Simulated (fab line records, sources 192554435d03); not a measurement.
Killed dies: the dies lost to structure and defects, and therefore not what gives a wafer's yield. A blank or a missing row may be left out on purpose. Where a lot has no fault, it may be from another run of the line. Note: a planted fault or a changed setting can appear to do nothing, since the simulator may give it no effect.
fab line records | flow n5_finfet
record: lots: 7 | wafers: 39
route steps=1938 shown WELL_APT@24 FIN_CUT@173 DUMMY_GATE@248 SPACER0@258 HKMG_FIN@403
start_h: start of the lot's first displayed wafer, in hours after the record's first day | wait_h: hours since the lot's step before | " same as the row above | L1.1+2: a single row standing in for several wafers | - no value, or no start was given | * or withheld: withheld | < > ~ a bound
route shown NAME@n: a module of which the file shows steps, and the number in the route of the first | usual: mean and standard deviation over wafers with no fault | same: alike in all rows | chamber/n: place in a boat | sites: readings site by site | _std_site: standard deviation of those values | _edge_site: inner sites' mean taken away from outer sites' mean | radius_mm: how far each site lies from the wafer's centre | mask NAME#n: copy n | behind: the most recent tool/chamber to have shaped the wafer | hold: the reason the lot was held/the length of the hold in hours/how it ended | device: whichever transistor did not switch (one of n, p or np) | end of line: the same wafers' tests at the end of the route | for a step that has no rows: nothing shown but its recipe | killed: at the first sort, the dies lost to defects and structure; wafer yield is something else | map: a wafer's dies, marking killed ones x, the rest . and places with no die _
set.NAME: the setting as run; set.NAME@STEP: as run at that earlier step | model.NAME: the simulator's own value behind a step, which no gauge read
lots where settings were altered on purpose, with a table for each step and a row for each wafer
== steps ==
step: N5_WELL_APT_EXPOSE_05
recipe: mask_id: NWELL | na: 0.8 | source_shape: conventional | sigma_outer: 0.8 | polarization: unpolarized | defocus_nm: 0 | target_cd_nm: 200 | dose_mj: 20.3
lot.wafer        | tool           | chamber | start_h | wait_h | mask    | set.dose_mj
L075.1+2+6       | krf_scanner-01 | 0       | 19.38   | -      | NWELL#0 | 19.43
L075.3+4+5       | "              | 0       | "       | "      | NWELL#0 | 20.3
L078.1+4+5       | krf_scanner-02 | 0       | 37.51   | -      | NWELL#0 | 20.3
L078.2+3+6       | "              | 0       | "       | "      | NWELL#0 | 19.66
L089.1+4+5       | krf_scanner-01 | 0       | 103.52  | -      | NWELL#0 | 20.3
L092.1+2+3+4+5+6 | krf_scanner-01 | 0       | 122.16  | -      | NWELL#0 | 20.3
L094.1+4+6       | krf_scanner-01 | 0       | 133.38  | -      | NWELL#0 | 18.68
L094.2+3+5       | "              | 0       | "       | "      | NWELL#0 | 20.3
L095.1+2+3       | krf_scanner-01 | 0       | 139.51  | -      | NWELL#0 | 19.29
L095.4+5+6       | "              | 0       | "       | "      | NWELL#0 | 20.3
L097.1+2+3+4+5+6 | krf_scanner-01 | 0       | 151.51  | -      | NWELL#0 | 20.3
step: N5_WELL_APT_PEB_06
recipe: peb_temp_c: 130 | peb_time_s: 90
step: N5_WELL_APT_DEVELOP_07
recipe: develop_time_s: 45 | rinse_liquid: surfactant_rinse | dry: air_spin | dev_temp_c: 21
step: N5_WELL_APT_HARDBAKE_12
recipe: temp_c: 130 | time_s: 120
step: N5_WELL_APT_CD_MEAS_08
recipe: target_cd_nm: 200 | landing_energy_ev: 500 | detector: se_inlens
usual: cd_nm: 200.0/1.8
lot.wafer | tool      | chamber | start_h | wait_h | set.dose_mj@WELL_APT_EXPOSE_05 | cd_nm
L075.1    | cd_sem-03 | 0       | 19.56   | -      | 19.43                          | 193.9
L075.2    | "         | 0       | "       | "      | 19.43                          | 192.5
L075.3    | "         | 0       | "       | "      | 20.3                           | 200.7
L075.4    | "         | 0       | "       | "      | 20.3                           | 200.1
L075.5    | "         | 0       | "       | "      | 20.3                           | 197.9
L075.6    | "         | 0       | "       | "      | 19.43                          | 193.3
L078.1    | cd_sem-03 | 0       | 37.68   | -      | 20.3                           | 199.6
L078.2    | "         | 0       | "       | "      | 19.66                          | 194.1
L078.3    | "         | 0       | "       | "      | 19.66                          | 194.7
L078.4    | "         | 0       | "       | "      | 20.3                           | 200.2
L078.5    | "         | 0       | "       | "      | 20.3                           | 199.4
L078.6    | "         | 0       | "       | "      | 19.66                          | 193.2
L089.1    | cd_sem-03 | 0       | 103.69  | -      | 20.3                           | 197.6
L089.4    | "         | 0       | "       | "      | 20.3                           | 200.0
L089.5    | "         | 0       | "       | "      | 20.3                           | 199.0
L092.1    | cd_sem-01 | 0       | 122.33  | -      | 20.3                           | 202.6
L092.2    | "         | 0       | "       | "      | 20.3                           | 202.1
L092.3    | "         | 0       | "       | "      | 20.3                           | 200.5
L092.4    | "         | 0       | "       | "      | 20.3                           | 199.9
L092.5    | "         | 0       | "       | "      | 20.3                           | 200.6
L092.6    | "         | 0       | "       | "      | 20.3                           | 201.5
L094.1    | cd_sem-03 | 0       | 133.56  | -      | 18.68                          | 188.6
L094.2    | "         | 0       | "       | "      | 20.3                           | 198.3
L094.3    | "         | 0       | "       | "      | 20.3                           | 201.1
L094.4    | "         | 0       | "       | "      | 18.68                          | 189.1
L094.5    | "         | 0       | "       | "      | 20.3                           | 200.5
L094.6    | "         | 0       | "       | "      | 18.68                          | 189.1
L095.1    | cd_sem-01 | 0       | 139.68  | -      | 19.29                          | 192.5
L095.2    | "         | 0       | "       | "      | 19.29                          | 192.4
L095.3    | "         | 0       | "       | "      | 19.29                          | 193.5
L095.4    | "         | 0       | "       | "      | 20.3                           | 197.4
L095.5    | "         | 0       | "       | "      | 20.3                           | 200.2
L095.6    | "         | 0       | "       | "      | 20.3                           | 201.0
L097.1    | cd_sem-02 | 0       | 151.68  | -      | 20.3                           | 198.6
L097.2    | "         | 0       | "       | "      | 20.3                           | 197.6
L097.3    | "         | 0       | "       | "      | 20.3                           | 199.3
L097.4    | "         | 0       | "       | "      | 20.3                           | 198.0
L097.5    | "         | 0       | "       | "      | 20.3                           | 198.2
L097.6    | "         | 0       | "       | "      | 20.3                           | 198.6
step: N5_WELL_APT_DESCUM_13
recipe: chemistry: O2 | time_s: 7.9 | source_power_w: 50 | bias_power_w: 20 | pressure_mtorr: 20 | rf_frequency_hz: 2.712e+07 | temp_c: 40 | o2_flow_sccm: 225
lot.wafer | tool        | chamber | start_h | wait_h | set.dose_mj@WELL_APT_EXPOSE_05 | model.WELL_APT.cd_nm
L075.1    | rie_diel-01 | 3       | 19.64   | 0.0    | 19.43                          | 194.1
L075.2    | "           | 1       | "       | "      | 19.43                          | 192.6
L075.3    | "           | 2       | "       | "      | 20.3                           | 200.9
L075.4    | "           | 0       | "       | "      | 20.3                           | 200
L075.5    | "           | 3       | "       | "      | 20.3                           | 197.9
L075.6    | "           | 2       | "       | "      | 19.43                          | 193.1
L078.1    | rie_diel-01 | 1       | 37.77   | 0.0    | 20.3                           | 199.6
L078.2    | "           | 2       | "       | "      | 19.66                          | 193.9
L078.3    | "           | 3       | "       | "      | 19.66                          | 194.6
L078.4    | "           | 0       | "       | "      | 20.3                           | 200.4
L078.5    | "           | 1       | "       | "      | 20.3                           | 199.4
L078.6    | "           | 0       | "       | "      | 19.66                          | 193.5
L089.1    | rie_diel-05 | 3       | 103.78  | 0.0    | 20.3                           | 197.8
L089.4    | "           | 2       | "       | "      | 20.3                           | 200.1
L089.5    | "           | 3       | "       | "      | 20.3                           | 198.8
L092.1    | rie_diel-06 | 2       | 122.42  | 0.0    | 20.3                           | 202.9
L092.2    | "           | 1       | "       | "      | 20.3                           | 202.1
L092.3    | "           | 0       | "       | "      | 20.3                           | 200.6
L092.4    | "           | 3       | "       | "      | 20.3                           | 199.7
L092.5    | "           | 1       | "       | "      | 20.3                           | 200.9
L092.6    | "           | 2       | "       | "      | 20.3                           | 201.5
L094.1    | rie_diel-05 | 1       | 134.11  | 0.5    | 18.68                          | 188.8
L094.2    | "           | 3       | "       | "      | 20.3                           | 198.6
L094.3    | "           | 0       | "       | "      | 20.3                           | 201.3
L094.4    | "           | 2       | "       | "      | 18.68                          | 189.2
L094.5    | "           | 1       | "       | "      | 20.3                           | 200.3
L094.6    | "           | 0       | "       | "      | 18.68                          | 189.1
L095.1    | rie_diel-06 | 3       | 139.77  | 0.0    | 19.29                          | 192.5
L095.2    | "           | 1       | "       | "      | 19.29                          | 192.6
L095.3    | "           | 2       | "       | "      | 19.29                          | 193.9
L095.4    | "           | 0       | "       | "      | 20.3                           | 197.6
L095.5    | "           | 1       | "       | "      | 20.3                           | 200.2
L095.6    | "           | 2       | "       | "      | 20.3                           | 201.2
L097.1    | rie_diel-01 | 2       | 152.29  | 0.6    | 20.3                           | 198.9
L097.2    | "           | 0       | "       | "      | 20.3                           | 197.7
L097.3    | "           | 3       | "       | "      | 20.3                           | 198.8
L097.4    | "           | 1       | "       | "      | 20.3                           | 198.3
L097.5    | "           | 0       | "       | "      | 20.3                           | 197.9
L097.6    | "           | 3       | "       | "      | 20.3                           | 198.6
step: N5_FIN_CUT_CUT_ETCH_26
recipe: chemistry: CH3F/O2 | target: SiNx | target_depth_a: 390 | mask_material: SOC | time_s: 55.7 | pressure_mtorr: 30 | source_w: 395 | bias_w: 73 | Ar_flow_sccm: 150 | CH3F_flow_sccm: 30 | O2_flow_sccm: 20 | ion_energy_ev: 120
usual: rf_vpp_V: 298/5.6
lot.wafer | tool        | chamber | start_h | wait_h | set.source_w | rf_vpp_V | model.etch.depth_nm
L075.1    | rie_diel-02 | 1       | 40.94   | 0.0    | 395          | 294      | 37.71
L075.2    | "           | 0       | "       | "      | 395          | 301      | 37.84
L075.3    | "           | 3       | "       | "      | 395          | 296      | 39.89
L075.4    | "           | 2       | "       | "      | 395          | 299      | 38.78
L075.5    | "           | 1       | "       | "      | 395          | 293      | 37.68
L075.6    | "           | 0       | "       | "      | 395          | 298      | 37.87
L078.1    | rie_diel-03 | 2       | 52.04   | 0.0    | 395          | 297      | 38.59
L078.2    | "           | 0       | "       | "      | 328.3        | 336      | 36.15
L078.3    | "           | 1       | "       | "      | 395          | 305      | 38.88
L078.4    | "           | 3       | "       | "      | 395          | 293      | 38.52
L078.5    | "           | 3       | "       | "      | 328.3        | 319      | 35.86
L078.6    | "           | 2       | "       | "      | 328.3        | 325      | 35.91
L089.1    | rie_diel-04 | 0       | 117.68  | 0.0    | 395          | 294      | 38.22
L089.4    | "           | 0       | "       | "      | 395          | 293      | 38.23
L089.5    | "           | 1       | "       | "      | 395          | 301      | 38.46
L092.1    | rie_diel-04 | 1       | 135.81  | 0.0    | 447.4        | 285      | 39.66
L092.2    | "           | 3       | "       | "      | 447.4        | 277      | 40.21
L092.3    | "           | 2       | "       | "      | 395          | 290      | 38.62
L092.4    | "           | 0       | "       | "      | 447.4        | 276      | 39.43
L092.5    | "           | 0       | "       | "      | 395          | 292      | 38.24
L092.6    | "           | 3       | "       | "      | 395          | 294      | 38.04
L094.1    | rie_diel-03 | 1       | 146.73  | 0.0    | 419.8        | 295      | 40.61
L094.2    | "           | 0       | "       | "      | 395          | 309      | 39.02
L094.3    | "           | 2       | "       | "      | 419.8        | 289      | 39.7
L094.4    | "           | 3       | "       | "      | 395          | 293      | 38.48
L094.5    | "           | 2       | "       | "      | 395          | 297      | 38.6
L094.6    | "           | 1       | "       | "      | 419.8        | 296      | 40.52
L095.1    | rie_diel-03 | 3       | 154.74  | 0.0    | 395          | 293      | 38.26
L095.2    | "           | 0       | "       | "      | 395          | 307      | 39.06
L095.3    | "           | 2       | "       | "      | 337          | 321      | 36.56
L095.4    | "           | 1       | "       | "      | 337          | 328      | 37.16
L095.5    | "           | 1       | "       | "      | 395          | 305      | 39.68
L095.6    | "           | 0       | "       | "      | 337          | 331      | 36.87
L097.1    | rie_diel-03 | 3       | 166.13  | 0.0    | 395          | 292      | 38.23
L097.2    | "           | 0       | "       | "      | 330.6        | 337      | 36.72
L097.3    | "           | 1       | "       | "      | 330.6        | 331      | 37.06
L097.4    | "           | 2       | "       | "      | 395          | 299      | 39.15
L097.5    | "           | 2       | "       | "      | 395          | 296      | 38.85
L097.6    | "           | 1       | "       | "      | 330.6        | 332      | 36.96
step: N5_DUMMY_GATE_ETCH_44
recipe: chemistry: HBr/O2 | over_etch_frac: 0.7 | target_depth_a: 1275 | stop_on: SiO2 | ion_energy_ev: 60 | bias_w: 20 | target: poly-Si | mask_material: SiO2 | pressure_mtorr: 20 | icp_w: 400 | HBr_flow_sccm: 120 | O2_flow_sccm: 10
usual: oes_product_au: 0.731/0.0097
lot.wafer | tool      | chamber | start_h | wait_h | set.target_depth_a | oes_product_au
L075.1    | rie_si-06 | 3       | 60.01   | 0.0    | 1275               | 0.733
L075.2    | "         | 2       | "       | "      | 1205               | 0.754
L075.3    | "         | 0       | "       | "      | 1275               | 0.725
L075.4    | "         | 1       | "       | "      | 1205               | 0.747
L075.5    | "         | 1       | "       | "      | 1205               | 0.745
L075.6    | "         | 2       | "       | "      | 1275               | 0.730
L078.1    | rie_si-06 | 1       | 72.60   | 0.0    | 1189               | 0.761
L078.2    | "         | 2       | "       | "      | 1189               | 0.758
L078.3    | "         | 3       | "       | "      | 1275               | 0.724
L078.4    | "         | 0       | "       | "      | 1275               | 0.735
L078.5    | "         | 3       | "       | "      | 1275               | 0.725
L078.6    | "         | 2       | "       | "      | 1189               | 0.772
L089.1    | rie_si-02 | 1       | 136.77  | 0.0    | 1275               | 0.735
L089.4    | "         | 0       | "       | "      | 1275               | 0.736
L089.5    | "         | 3       | "       | "      | 1275               | 0.722
L092.1    | rie_si-06 | 1       | 156.39  | 0.0    | 1275               | 0.724
L092.2    | "         | 2       | "       | "      | 1275               | 0.729
L092.3    | "         | 3       | "       | "      | 1136               | 0.769
L092.4    | "         | 3       | "       | "      | 1136               | 0.775
L092.5    | "         | 2       | "       | "      | 1136               | 0.773
L092.6    | "         | 1       | "       | "      | 1275               | 0.725
L094.1    | rie_si-06 | 1       | 165.85  | 0.0    | 1326               | 0.719
L094.2    | "         | 0       | "       | "      | 1275               | 0.740
L094.3    | "         | 3       | "       | "      | 1275               | 0.722
L094.4    | "         | 2       | "       | "      | 1275               | 0.729
L094.5    | "         | 1       | "       | "      | 1326               | 0.713
L094.6    | "         | 2       | "       | "      | 1326               | 0.723
L095.1    | rie_si-02 | 1       | 174.69  | 0.0    | 1275               | 0.731
L095.2    | "         | 2       | "       | "      | 1321               | 0.726
L095.3    | "         | 0       | "       | "      | 1321               | 0.715
L095.4    | "         | 0       | "       | "      | 1275               | 0.732
L095.5    | "         | 2       | "       | "      | 1275               | 0.723
L095.6    | "         | 1       | "       | "      | 1321               | 0.716
L097.1    | rie_si-06 | 3       | 186.01  | 0.0    | 1275               | 0.722
L097.2    | "         | 2       | "       | "      | 1275               | 0.726
L097.3    | "         | 1       | "       | "      | 1275               | 0.726
L097.4    | "         | 3       | "       | "      | 1275               | 0.728
L097.5    | "         | 1       | "       | "      | 1275               | 0.727
L097.6    | "         | 2       | "       | "      | 1275               | 0.723
step: N5_DUMMY_GATE_ETCH_42
recipe: chemistry: CHF3/O2 | target: SiO2 | target_depth_a: 35 | time_s: 31 | ion_energy_ev: 30 | bias_w: 12 | pressure_mtorr: 30 | source_w: 600 | Ar_flow_sccm: 200 | CHF3_flow_sccm: 50 | O2_flow_sccm: 5
usual: rf_vpp_V: 42.5/0.96
lot.wafer | tool        | chamber | start_h | wait_h | set.bias_w | rf_vpp_V
L075.1    | rie_diel-04 | 3       | 60.17   | 0.0    | 13.93      | 46.0
L075.2    | "           | 0       | "       | "      | 12         | 43.5
L075.3    | "           | 2       | "       | "      | 12         | 41.3
L075.4    | "           | 2       | "       | "      | 13.93      | 45.8
L075.5    | "           | 3       | "       | "      | 12         | 41.5
L075.6    | "           | 0       | "       | "      | 13.93      | 45.8
L078.1    | rie_diel-02 | 0       | 72.76   | 0.0    | 12         | 42.5
L078.2    | "           | 2       | "       | "      | 12         | 42.3
L078.3    | "           | 1       | "       | "      | 12         | 43.1
L078.4    | "           | 0       | "       | "      | 12         | 44.3
L078.5    | "           | 2       | "       | "      | 12         | 42.9
L078.6    | "           | 1       | "       | "      | 12         | 43.9
L089.1    | rie_diel-04 | 3       | 137.03  | 0.1    | 12         | 44.3
L089.4    | "           | 0       | "       | "      | 12         | 42.5
L089.5    | "           | 2       | "       | "      | 12         | 40.8
L092.1    | rie_diel-02 | 2       | 156.66  | 0.2    | 10.99      | 39.8
L092.2    | "           | 1       | "       | "      | 12         | 42.6
L092.3    | "           | 3       | "       | "      | 10.99      | 40.6
L092.4    | "           | 0       | "       | "      | 12         | 43.3
L092.5    | "           | 0       | "       | "      | 10.99      | 38.5
L092.6    | "           | 1       | "       | "      | 12         | 42.0
L094.1    | rie_diel-04 | 1       | 166.01  | 0.0    | 12         | 42.9
L094.2    | "           | 3       | "       | "      | 12         | 42.3
L094.3    | "           | 0       | "       | "      | 12         | 41.6
L094.4    | "           | 2       | "       | "      | 12         | 40.8
L094.5    | "           | 1       | "       | "      | 12         | 43.3
L094.6    | "           | 0       | "       | "      | 12         | 42.6
L095.1    | rie_diel-02 | 1       | 174.85  | 0.0    | 12         | 41.0
L095.2    | "           | 2       | "       | "      | 13.56      | 45.5
L095.3    | "           | 3       | "       | "      | 13.56      | 44.9
L095.4    | "           | 1       | "       | "      | 13.56      | 46.9
L095.5    | "           | 3       | "       | "      | 12         | 42.9
L095.6    | "           | 2       | "       | "      | 12         | 42.4
L097.1    | rie_diel-02 | 2       | 186.17  | 0.0    | 9.866      | 36.9
L097.2    | "           | 1       | "       | "      | 12         | 40.5
L097.3    | "           | 3       | "       | "      | 12         | 42.9
L097.4    | "           | 3       | "       | "      | 9.866      | 36.2
L097.5    | "           | 1       | "       | "      | 12         | 41.1
L097.6    | "           | 2       | "       | "      | 9.866      | 36.6
step: N5_SPACER0_ALD_07
recipe: material: SiNx | target_thk_a: 20 | temp_c: 400 | ald_precursor_family: SiH2I2 | ald_co_reactant: N2/H2-plasma | pressure_torr: 2
lot.wafer        | tool       | chamber     | start_h | wait_h | set.target_thk_a | model.SiNx_of_SPACER0_ALD_07.thk_nm
L075.1+2+3+4+5+6 | ald_sin-02 | 2,1,0,3,3,2 | 62.97   | 2.6    | 20               | 2
L078.1+2+3       | ald_sin-01 | 0,2,3       | 73.03   | 0.0    | 20               | 2
L078.4+5+6       | "          | 1,1,2       | "       | "      | 20.97            | 2.2
L089.1+4+5       | ald_sin-01 | 0,3,2       | 137.30  | 0.0    | 20               | 2
L092.1+2+3+4+5+6 | ald_sin-01 | 3,1,0,2,0,3 | 156.94  | 0.0    | 20               | 2
L094.1+3+4       | ald_sin-02 | 1,3,2       | 166.28  | 0.0    | 20               | 2
L094.2+5+6       | "          | 0,0,3       | "       | "      | 17.57            | 1.8
L095.1+3+6       | ald_sin-04 | 2,3,0       | 175.19  | 0.1    | 20               | 2
L095.2+4+5       | "          | 1,0,1       | "       | "      | 22.87            | 2.2
L097.1+3+5       | ald_sin-04 | 1,0,3       | 186.87  | 0.5    | 23.06            | 2.4
L097.2+4+6       | "          | 2,3,0       | "       | "      | 20               | 2
step: N5_HKMG_FIN_ETCH_55
recipe: chemistry: N2/H2 | target: SOC | target_depth_a: 2400 | temp_c: 40 | time_s: 300 | ion_energy_ev: 200 | mask_material: SiARC | pressure_mtorr: 30 | source_w: 840 | bias_w: 150 | n2_flow_sccm: 200 | h2_flow_sccm: 200
lot.wafer | tool        | chamber | start_h | wait_h | set.time_s | model.HKMG_FIN.feature_depth_nm | model.etch.depth_nm | model.SiARC_of_HKMG_FIN_COAT_42.thk_nm
L075.1    | rie_diel-05 | 1       | 86.04   | 0.0    | 365.5      | 286.6                           | 286.6               | 18.2
L075.2    | "           | 3       | "       | "      | 300        | 237.4                           | 237.4               | 21.4
L075.3    | "           | 0       | "       | "      | 365.5      | 294.8                           | 294.8               | 18.2
L075.4    | "           | 2       | "       | "      | 365.5      | 286.6                           | 286.5               | 18
L075.5    | "           | 1       | "       | "      | 300        | 234                             | 234.1               | 21.4
L075.6    | "           | 0       | "       | "      | 300        | 239                             | 239                 | 21.4
L078.1    | rie_diel-05 | 0       | 98.81   | 0.0    | 300        | 243                             | 243                 | 21.2
L078.2    | "           | 3       | "       | "      | 300        | 239.4                           | 239.4               | 21.2
L078.3    | "           | 2       | "       | "      | 300        | 238.2                           | 238.2               | 21
L078.4    | "           | 1       | "       | "      | 300        | 238                             | 238                 | 21.2
L078.5    | "           | 3       | "       | "      | 300        | 240                             | 239.9               | 21
L078.6    | "           | 0       | "       | "      | 300        | 244                             | 244.1               | 21
L089.1    | rie_diel-01 | 1       | 162.15  | 0.0    | 300        | 236.8                           | 236.8               | 21.2
L089.4    | "           | 0       | "       | "      | 300        | 238.4                           | 238.5               | 21
L089.5    | "           | 0       | "       | "      | 300        | 240                             | 240                 | 20.8
L092.1    | rie_diel-01 | 1       | 180.65  | 0.0    | 300        | 239                             | 239.1               | 21
L092.2    | "           | 3       | "       | "      | 261.3      | 200.6                           | 200.6               | 23.2
L092.3    | "           | 0       | "       | "      | 300        | 235.4                           | 235.3               | 21
L092.4    | "           | 2       | "       | "      | 300        | 248                             | 248                 | 20.6
L092.5    | "           | 3       | "       | "      | 261.3      | 200.8                           | 200.8               | 23.2
L092.6    | "           | 0       | "       | "      | 261.3      | 208                             | 208                 | 22.8
L094.1    | rie_diel-05 | 0       | 191.56  | 0.0    | 300        | 239.4                           | 239.3               | 21.2
L094.2    | "           | 2       | "       | "      | 300        | 230.8                           | 230.8               | 21.4
L094.3    | "           | 3       | "       | "      | 260.7      | 206.2                           | 206.2               | 23
L094.4    | "           | 1       | "       | "      | 260.7      | 203.6                           | 203.7               | 23
L094.5    | "           | 3       | "       | "      | 260.7      | 207.4                           | 207.3               | 22.8
L094.6    | "           | 2       | "       | "      | 300        | 233.4                           | 233.4               | 21.2
L095.1    | rie_diel-01 | 1       | 198.09  | 0.0    | 328.6      | 260.8                           | 260.8               | 20
L095.2    | "           | 2       | "       | "      | 300        | 251.4                           | 251.4               | 20.8
L095.3    | "           | 0       | "       | "      | 328.6      | 261.8                           | 261.9               | 19.8
L095.4    | "           | 0       | "       | "      | 300        | 239.4                           | 239.3               | 21
L095.5    | "           | 2       | "       | "      | 328.6      | 273.8                           | 273.8               | 19.6
L095.6    | "           | 1       | "       | "      | 300        | 238.8                           | 238.9               | 21.2
L097.1    | rie_diel-01 | 0       | 211.47  | 0.0    | 355        | 283                             | 283                 | 18.4
L097.2    | "           | 2       | "       | "      | 300        | 250.2                           | 250.3               | 21
L097.3    | "           | 1       | "       | "      | 300        | 238.8                           | 238.7               | 21.2
L097.4    | "           | 3       | "       | "      | 300        | 239.4                           | 239.5               | 21
L097.5    | "           | 0       | "       | "      | 355        | 281.4                           | 281.5               | 18.6
L097.6    | "           | 3       | "       | "      | 355        | 280.8                           | 280.8               | 18.4
== key ==
split: step: N5_WELL_APT_EXPOSE_05 | setting: dose_mj | stated: 20.3 | by: wafer
response: step: N5_WELL_APT_CD_MEAS_08 | reading: cd_nm | change: +1.43 | per: 1% | r: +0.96
response: step: N5_WELL_APT_DESCUM_13 | reading: model.WELL_APT.cd_nm | change: +1.43 | per: 1% | r: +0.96
split: step: N5_FIN_CUT_CUT_ETCH_26 | setting: source_w | stated: 395 | by: wafer
response: step: N5_FIN_CUT_CUT_ETCH_26 | reading: rf_vpp_V | change: -1.72 | per: 1% | r: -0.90
response: step: N5_FIN_CUT_CUT_ETCH_26 | reading: model.etch.depth_nm | change: +0.138 | per: 1% | r: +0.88
split: step: N5_DUMMY_GATE_ETCH_44 | setting: target_depth_a | stated: 1275 | by: wafer
response: step: N5_DUMMY_GATE_ETCH_44 | reading: oes_product_au | change: -0.00416 | per: 1% | r: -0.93
split: step: N5_DUMMY_GATE_ETCH_42 | setting: bias_w | stated: 12 | by: wafer
response: step: N5_DUMMY_GATE_ETCH_42 | reading: rf_vpp_V | change: +0.271 | per: 1% | r: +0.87
split: step: N5_SPACER0_ALD_07 | setting: target_thk_a | stated: 20 | by: wafer
response: step: N5_SPACER0_ALD_07 | reading: model.SiNx_of_SPACER0_ALD_07.thk_nm | change: +0.0203 | per: 1% | r: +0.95
split: step: N5_HKMG_FIN_ETCH_55 | setting: time_s | stated: 300 | by: wafer
response: step: N5_HKMG_FIN_ETCH_55 | reading: model.HKMG_FIN.feature_depth_nm | change: +2.36 | per: 1% | r: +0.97
response: step: N5_HKMG_FIN_ETCH_55 | reading: model.etch.depth_nm | change: +2.36 | per: 1% | r: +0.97
response: step: N5_HKMG_FIN_ETCH_55 | reading: model.SiARC_of_HKMG_FIN_COAT_42.thk_nm | change: -0.145 | per: 1% | r: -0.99
